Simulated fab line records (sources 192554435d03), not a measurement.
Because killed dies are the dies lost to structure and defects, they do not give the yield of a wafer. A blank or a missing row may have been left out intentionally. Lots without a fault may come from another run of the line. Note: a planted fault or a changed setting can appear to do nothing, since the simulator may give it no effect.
Chamber matching ; flow n5_finfet ; 4 sister chambers for N5_BEOL_M3_STRIP_19 on rie_diel-02
The step strips in O2. 4 wafers are shown with their chamber, then 8 later ones without.

## EACH WAFER AND ITS CHAMBER
wafer;chamber;showerhead_plenum_p_Torr (Torr)
L080.1;2;1.96
L081.3;0;2.15
L081.5;1;2.02
L087.2;3;1.98

## WAFERS WHOSE CHAMBER IS MISSING
wafer;showerhead_plenum_p_Torr (Torr)
L087.3;2.21
L087.6;2.14
L089.2;2.21
L089.4;2.14
L089.6;2.21
L095.1;2.01
L095.2;2.14
L095.4;2.21

## EACH ONE'S CHAMBER
wafer;from the rows above;in truth
L087.3;0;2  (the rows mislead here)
L087.6;0;0
L089.2;0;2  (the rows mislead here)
L089.4;0;0
L089.6;0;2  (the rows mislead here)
L095.1;can't be placed: 1 or 3 or 2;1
L095.2;0;0
L095.4;0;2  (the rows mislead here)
3 of 8 placed correctly. Can't be placed from these rows: 1 (the true chamber is among the candidates in 1). 4 placed wrongly.
How it was worked out, from the rows above alone: a wafer's distance from a chamber is the root of the sum, over the readings, of the square of ((its reading less the chamber's mean) divided by the reading's scatter). The wafer belongs to the nearest chamber; if the next one is less than 2 further off, it can't be placed. The mean given for a chamber averages the wafers shown for that chamber. The scatter: root of mean squared gap, hidden wafer to nearest shown wafer, with one shown wafer a chamber.
